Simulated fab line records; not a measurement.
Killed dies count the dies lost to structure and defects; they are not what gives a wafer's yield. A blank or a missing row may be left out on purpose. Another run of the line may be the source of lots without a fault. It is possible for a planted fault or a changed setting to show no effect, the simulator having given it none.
Matching of chambers || flow n5Finfet || rieDiel-02 running N5_BEOL_M3_ETCH_63: 3 sister chambers
The step etches SiARC in CF4, target depth 15.6 nm, time 26 s. 3 wafers are shown with their chamber, then 6 later ones without.

## WAFERS, EACH WITH ITS CHAMBER
{"wafer": "L084.6", "chamber": 1, "showerheadPlenumPTorr (Torr)": 2.06}
{"wafer": "L087.2", "chamber": 3, "showerheadPlenumPTorr (Torr)": 2.05}
{"wafer": "L089.2", "chamber": 0, "showerheadPlenumPTorr (Torr)": 2.18}

## WAFERS WHOSE CHAMBER IS MISSING
{"wafer": "L089.4", "showerheadPlenumPTorr (Torr)": 2.05}
{"wafer": "L089.6", "showerheadPlenumPTorr (Torr)": 2.18}
{"wafer": "L095.1", "showerheadPlenumPTorr (Torr)": 2.04}
{"wafer": "L095.2", "showerheadPlenumPTorr (Torr)": 2.17}
{"wafer": "L097.2", "showerheadPlenumPTorr (Torr)": 2.17}
{"wafer": "L097.4", "showerheadPlenumPTorr (Torr)": 2.04}

## WHICH CHAMBER EACH WENT THROUGH
{"wafer": "L089.4", "from the rows above": "can't be placed: 3 or 1", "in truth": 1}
{"wafer": "L089.6", "from the rows above": 0, "in truth": 0}
{"wafer": "L095.1", "from the rows above": "can't be placed: 3 or 1", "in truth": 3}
{"wafer": "L095.2", "from the rows above": 0, "in truth": 0}
{"wafer": "L097.2", "from the rows above": 0, "in truth": 0}
{"wafer": "L097.4", "from the rows above": "can't be placed: 3 or 1", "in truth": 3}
3 of 6 placed correctly. Not placeable from these rows: 3 (in 3, the candidates include the true chamber). 0 placed wrongly.
How it was worked out, from the rows above alone: a wafer's distance from a chamber is the root of the sum, over the readings, of the square of ((its reading less the chamber's mean) divided by the reading's scatter). If the next closest chamber is less than 2 further off than the closest, the wafer can't be placed; otherwise it belongs to the closest. A chamber's mean is the mean of its shown wafers. The scatter: root of mean squared gap, hidden wafer to nearest shown wafer, with one shown wafer a chamber.
